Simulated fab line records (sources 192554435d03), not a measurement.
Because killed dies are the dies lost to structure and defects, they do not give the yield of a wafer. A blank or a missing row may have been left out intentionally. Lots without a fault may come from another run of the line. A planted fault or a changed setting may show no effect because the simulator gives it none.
Split-lot study || flow n5Finfet || on a route of 1938 steps: 7 lots, 21 wafers read

## ON THE SPLIT
At N5_SD_EPI_N_ETCH_45 (etches SiOCN in CH3F/O2, target depth 6 nm), the setting targetDepthA was moved away from the recipe's 60 angstrom on 5 of the 21 wafers read, by -6.8% to +10.3%. For the rest of the wafers, this setting stayed at what the recipe calls for.

The split's own step is where the reading is taken.

## THE READING
etch.depthNm (the simulator's own value, which no gauge read), in nm, at N5_SD_EPI_N_ETCH_45 (etches SiOCN in CH3F/O2, target depth 6 nm). There is no usual value for it anywhere in the file. Here, 16 wafers ran the recipe; their average is 5.991 nm with a standard deviation of 0.11 nm.

{"wafer": "L074.1", "tool, chamber at the split": "rieDiel-04, 2", "targetDepthA as run, angstrom": 60, "against the recipe": "recipe", "etch.depthNm, nm": 5.839, "against lot-mates on the recipe": "-"}
{"wafer": "L074.4", "tool, chamber at the split": "rieDiel-04, 0", "targetDepthA as run, angstrom": 60, "against the recipe": "recipe", "etch.depthNm, nm": 6.052, "against lot-mates on the recipe": "-"}
{"wafer": "L074.5", "tool, chamber at the split": "rieDiel-04, 1", "targetDepthA as run, angstrom": 60, "against the recipe": "recipe", "etch.depthNm, nm": 5.985, "against lot-mates on the recipe": "-"}
{"wafer": "L075.3", "tool, chamber at the split": "rieDiel-04, 2", "targetDepthA as run, angstrom": 60, "against the recipe": "recipe", "etch.depthNm, nm": 5.821, "against lot-mates on the recipe": "-"}
{"wafer": "L075.4", "tool, chamber at the split": "rieDiel-04, 0", "targetDepthA as run, angstrom": 60, "against the recipe": "recipe", "etch.depthNm, nm": 5.911, "against lot-mates on the recipe": "-"}
{"wafer": "L075.5", "tool, chamber at the split": "rieDiel-04, 0", "targetDepthA as run, angstrom": 60, "against the recipe": "recipe", "etch.depthNm, nm": 5.968, "against lot-mates on the recipe": "-"}
{"wafer": "L085.2", "tool, chamber at the split": "rieDiel-06, 3", "targetDepthA as run, angstrom": 60, "against the recipe": "recipe", "etch.depthNm, nm": 6.224, "against lot-mates on the recipe": "-"}
{"wafer": "L085.3", "tool, chamber at the split": "rieDiel-06, 2", "targetDepthA as run, angstrom": 60, "against the recipe": "recipe", "etch.depthNm, nm": 6.009, "against lot-mates on the recipe": "-"}
{"wafer": "L085.4", "tool, chamber at the split": "rieDiel-06, 2", "targetDepthA as run, angstrom": 60, "against the recipe": "recipe", "etch.depthNm, nm": 6.001, "against lot-mates on the recipe": "-"}
{"wafer": "L086.2", "tool, chamber at the split": "rieDiel-04, 2", "targetDepthA as run, angstrom": 60, "against the recipe": "recipe", "etch.depthNm, nm": 5.791, "against lot-mates on the recipe": "-"}
{"wafer": "L086.3", "tool, chamber at the split": "rieDiel-04, 0", "targetDepthA as run, angstrom": 60, "against the recipe": "recipe", "etch.depthNm, nm": 5.98, "against lot-mates on the recipe": "-"}
{"wafer": "L086.4", "tool, chamber at the split": "rieDiel-04, 1", "targetDepthA as run, angstrom": 56.51, "against the recipe": "-5.8%", "etch.depthNm, nm": 5.61, "against lot-mates on the recipe": -0.276}
{"wafer": "L089.2", "tool, chamber at the split": "rieDiel-03, 1", "targetDepthA as run, angstrom": 60, "against the recipe": "recipe", "etch.depthNm, nm": 6.115, "against lot-mates on the recipe": "-"}
{"wafer": "L089.4", "tool, chamber at the split": "rieDiel-03, 3", "targetDepthA as run, angstrom": 66.2, "against the recipe": "+10.3%", "etch.depthNm, nm": 6.611, "against lot-mates on the recipe": "+0.496"}
{"wafer": "L089.5", "tool, chamber at the split": "rieDiel-03, 3", "targetDepthA as run, angstrom": 66.2, "against the recipe": "+10.3%", "etch.depthNm, nm": 6.66, "against lot-mates on the recipe": "+0.545"}
{"wafer": "L095.3", "tool, chamber at the split": "rieDiel-03, 3", "targetDepthA as run, angstrom": 55.91, "against the recipe": "-6.8%", "etch.depthNm, nm": 5.659, "against lot-mates on the recipe": -0.490}
{"wafer": "L095.4", "tool, chamber at the split": "rieDiel-03, 0", "targetDepthA as run, angstrom": 55.91, "against the recipe": "-6.8%", "etch.depthNm, nm": 5.591, "against lot-mates on the recipe": -0.558}
{"wafer": "L095.5", "tool, chamber at the split": "rieDiel-03, 1", "targetDepthA as run, angstrom": 60, "against the recipe": "recipe", "etch.depthNm, nm": 6.149, "against lot-mates on the recipe": "-"}
{"wafer": "L096.3", "tool, chamber at the split": "rieDiel-03, 3", "targetDepthA as run, angstrom": 60, "against the recipe": "recipe", "etch.depthNm, nm": 5.993, "against lot-mates on the recipe": "-"}
{"wafer": "L096.5", "tool, chamber at the split": "rieDiel-03, 3", "targetDepthA as run, angstrom": 60, "against the recipe": "recipe", "etch.depthNm, nm": 6.016, "against lot-mates on the recipe": "-"}
{"wafer": "L096.6", "tool, chamber at the split": "rieDiel-03, 2", "targetDepthA as run, angstrom": 60, "against the recipe": "recipe", "etch.depthNm, nm": 5.998, "against lot-mates on the recipe": "-"}

FIT RESULTS
A straight line over all 21 wafers: etch.depthNm changes by +0.0603 nm for each +1% of targetDepthA; r = +0.93; the points scatter about the line by 0.1 nm.
The same after taking each lot's own level away (the mean of its wafers on the recipe; 21 wafers): +0.0574 nm for each +1%; r = +0.95; scatter 0.083 nm.
The reading moves by 0.59 nm for the largest change in targetDepthA, on that fit.
The lots' own levels span 5.8855 to 6.1490 nm, that is 2.4 times the standard deviation above.
So the lot-to-lot level changes the slope little: the two slopes agree.
Check: +0.621 nm against its lot-mates is what the line predicts for one of the wafers moved furthest among these (+10.3%) when that wafer is left out of the fit. Against them it came out at +0.496 nm.

## OTHER SPLITS ON THESE WAFERS
Before the reading, these wafers also passed through other splits. Each is held against what the fit with the lots' levels taken away leaves over:
{"other split on the same wafers": "N5_PMOS_HMC_CHANNEL_EPI_PEB_07 pebTimeS", "wafers away from the commonest value": 5, "r with etch.depthNm (lot level and that fit taken away)": "+0.21"}
{"other split on the same wafers": "N5_PMOS_HMC_CHANNEL_EPI_DEVELOP_08 developTimeS", "wafers away from the commonest value": 8, "r with etch.depthNm (lot level and that fit taken away)": "+0.09"}
{"other split on the same wafers": "N5_FIN_CUT_COAT_02 spinRpm", "wafers away from the commonest value": 7, "r with etch.depthNm (lot level and that fit taken away)": "+0.05"}
{"other split on the same wafers": "N5_STI_FIN_REVEAL_ETCHBACK_08 timeS", "wafers away from the commonest value": 4, "r with etch.depthNm (lot level and that fit taken away)": "+0.13"}
{"other split on the same wafers": "N5_STI_FIN_REVEAL_PRECLEAN_17 timeS", "wafers away from the commonest value": 9, "r with etch.depthNm (lot level and that fit taken away)": -0.29}

## FILE'S OWN FIT
etch.depthNm changes by +0.0564 nm for each +1% of targetDepthA, r = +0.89.
